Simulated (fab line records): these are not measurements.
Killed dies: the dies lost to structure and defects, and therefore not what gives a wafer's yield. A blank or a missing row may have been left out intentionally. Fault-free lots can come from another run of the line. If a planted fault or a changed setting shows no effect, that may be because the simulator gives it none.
Matching of chambers | flow nand-harc | NHARC_A_M0_ETCH_34 on rie-diel-05 has 4 sister chambers
The step etches the open film in N2/H2, target depth 40 nm, overetch 12 nm, time 43.94 s. 22 wafers are shown with their chamber, then 11 later ones without.

== WAFERS WITH THEIR CHAMBER ==
wafer  | chamber | drypump-motor-current-A (A) | rf-vpp-V (V) | oes-product-au (a.u.)
L074.1 | 1       | 5.6                         | 430.2        | 1.003
L074.2 | 3       | 6.4                         | 427.4        | 0.997
L074.4 | 3       | 6.4                         | 426.0        | 0.984
L078.2 | 0       | 5.5                         | 433.6        | 0.999
L078.4 | 0       | 5.5                         | 433.2        | 1.014
L078.6 | 3       | 6.4                         | 427.4        | 0.995
L080.3 | 0       | 5.5                         | 434.8        | 1.013
L080.4 | 2       | 5.8                         | 428.4        | 1.006
L080.6 | 0       | 5.5                         | 433.6        | 1.011
L083.3 | 3       | 6.4                         | 425.2        | 0.997
L083.4 | 0       | 5.5                         | 434.4        | 1.002
L083.5 | 1       | 5.6                         | 428.5        | 1.010
L084.1 | 0       | 5.5                         | 433.6        | 1.012
L084.4 | 1       | 5.7                         | 430.1        | 1.007
L084.5 | 2       | 5.8                         | 426.7        | 1.005
L087.2 | 2       | 5.8                         | 428.7        | 1.006
L087.5 | 3       | 6.5                         | 425.4        | 1.001
L087.6 | 0       | 5.5                         | 433.9        | 1.007
L086.2 | 3       | 6.5                         | 427.2        | 1.003
L086.5 | 3       | 6.4                         | 426.5        | 1.004
L086.6 | 0       | 5.5                         | 434.3        | 1.007
L090.1 | 2       | 5.8                         | 429.2        | 0.994

SIGNATURES (means of the wafers above)
reading                 | chamber 0 | chamber 1 | chamber 2 | chamber 3 | scatter within a chamber
drypump-motor-current-A | 5.500     | 5.633     | 5.800     | 6.429     | 0.0341
rf-vpp-V                | 433.925   | 429.600   | 428.250   | 426.443   | 0.835
oes-product-au          | 1.00812   | 1.00667   | 1.00275   | 0.99729   | 0.0058
Rule: for a wafer and a chamber, the distance is found by dividing, reading by reading, the gap between the wafer's reading and the chamber's mean by the reading's scatter, squaring, summing and taking the root. The wafer belongs to the nearest chamber; if the next one is less than 2 further off, it can't be placed. The scatter is the square root of a quotient: the sum, over the shown wafers, of each reading's squared deviation from its chamber's mean, divided by wafers minus chambers.

== WAFERS WHOSE CHAMBER IS MISSING ==
wafer  | drypump-motor-current-A (A) | rf-vpp-V (V) | oes-product-au (a.u.)
L090.2 | 6.4                         | 426.1        | 1.005
L090.5 | 5.8                         | 426.5        | 1.000
L089.1 | 5.5                         | 434.3        | 1.012
L089.4 | 6.4                         | 426.2        | 1.001
L089.5 | 5.5                         | 434.2        | 1.005
L088.2 | 6.5                         | 427.4        | 1.006
L088.4 | 5.6                         | 429.3        | 1.006
L088.5 | 6.5                         | 425.5        | 1.001
L091.3 | 5.5                         | 434.2        | 1.006
L091.4 | 5.7                         | 429.1        | 1.000
L091.5 | 5.6                         | 428.4        | 0.993

== THE CHAMBER EACH PASSED THROUGH ==
wafer  | from the rows above     | in truth
L090.2 | 3                       | 3
L090.5 | 2                       | 2
L089.1 | 0                       | 0
L089.4 | 3                       | 3
L089.5 | 0                       | 0
L088.2 | 3                       | 3
L088.4 | 1                       | 1
L088.5 | 3                       | 3
L091.3 | 0                       | 0
L091.4 | can't be placed: 1 or 2 | 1
L091.5 | 1                       | 1
Correct placement for 10 of the 11. Not placeable from these rows: 1 (in 1, the candidates include the true chamber). 0 placed wrongly.
